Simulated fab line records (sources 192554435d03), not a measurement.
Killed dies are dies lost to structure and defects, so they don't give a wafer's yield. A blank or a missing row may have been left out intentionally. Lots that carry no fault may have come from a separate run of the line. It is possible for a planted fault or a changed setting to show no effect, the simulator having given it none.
Problem report, 8D (eight disciplines) form, completed by code / flow n5 finfet / the parts of the form that need people (team, actions taken, sign-off) are left out

## 1. PROBLEM STATEMENT
At N5_FIN_CUT_COAT_29, spin speed rpm averages 1553.0 rpm over 6 wafers from 2 lots, while fault-free wafers read 1499.9 rpm, standard deviation 1.1. That puts it +48 standard deviations away from the usual mean.
The step: time 60 s, resist thk 10 nm.
Earliest sighting: wafer L554.3 on litho track-02 at day 5 21:15. At this step, 18 wafers from 6 lots have a number in the record. Rule for "out", or "out of limits": more than 4 standard deviations from the usual mean. Any other wafer with a number is counted as sound.

## 2. WHAT IT IS; WHAT IT IS NOT
question=which readings at this step | is=spin speed rpm | is not=-
question=which lots | is=L554, L556 | is not=L543, L545, L547, L558
question=which wafers of those lots | is=all that have a number | is not=-
question=read on which tools | is=litho track-02 | is not=litho track-04
question=when | is=from day 5 21:15 | is not=up to then (9 sound wafers); but 3 sound wafers of L558 came after

## 3. WHAT RULES OUT EACH SUSPECT
Counting: a tool at a process step up to the reading stays a suspect if it ran every lot that is out and no sound lot after the first of them.
- litho track-02 at N5_FIN_CUT_COAT_29 (time 60 s, resist thk 10 nm): kept. Every lot that is out went through it, starting with L554 (day 5 21:15), and after that it ran no sound lot; the last sound lot it ran before then is L547 (day 4 03:10). Its own spin speed rpm readings are out on those wafers.
After counting, what remains is litho track-02 at N5_FIN_CUT_COAT_29.

## 4. THE CAUSE (what the simulator had put in)
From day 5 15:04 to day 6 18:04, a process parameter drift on litho track-02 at N5_FIN_CUT_COAT_29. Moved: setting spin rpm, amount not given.
After counting, this tool was the only one left.

## 5. SEQUENCE OF EFFECTS, ordered by route
Each row: a reading whose mean over the struck wafers that have a number lies more than 3 standard deviations from the usual. Only readings whose record carries a usual standard deviation are examined. hours: median over the lots of the time between each lot's start at the first step of this table that gives one and its start at this step. sigmas: the change, counted in usual standard deviations.
hours=0; step=N5_FIN_CUT_COAT_29; reading=spin speed rpm; usual=1499.9 rpm; on struck wafers=1553.0; change=+53.0; sigmas=+48
Here are the process steps it includes:
- N5_FIN_CUT_COAT_29: time 60 s, resist thk 10 nm.
At these later measuring or inspecting steps, every struck wafer for which the step has a row has a number for every such reading, and none has moved that far: N5_FIN_CUT_CD_MEAS_08, N5_FIN_CUT_OVL_MEAS_09, N5_FIN_CUT_INSPECT_10.

## 6. WHAT WOULD HAVE CAUGHT IT SOONER
In this record no reading fell out of limits until day 5 21:15, 6 hours after the fault had begun at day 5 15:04.
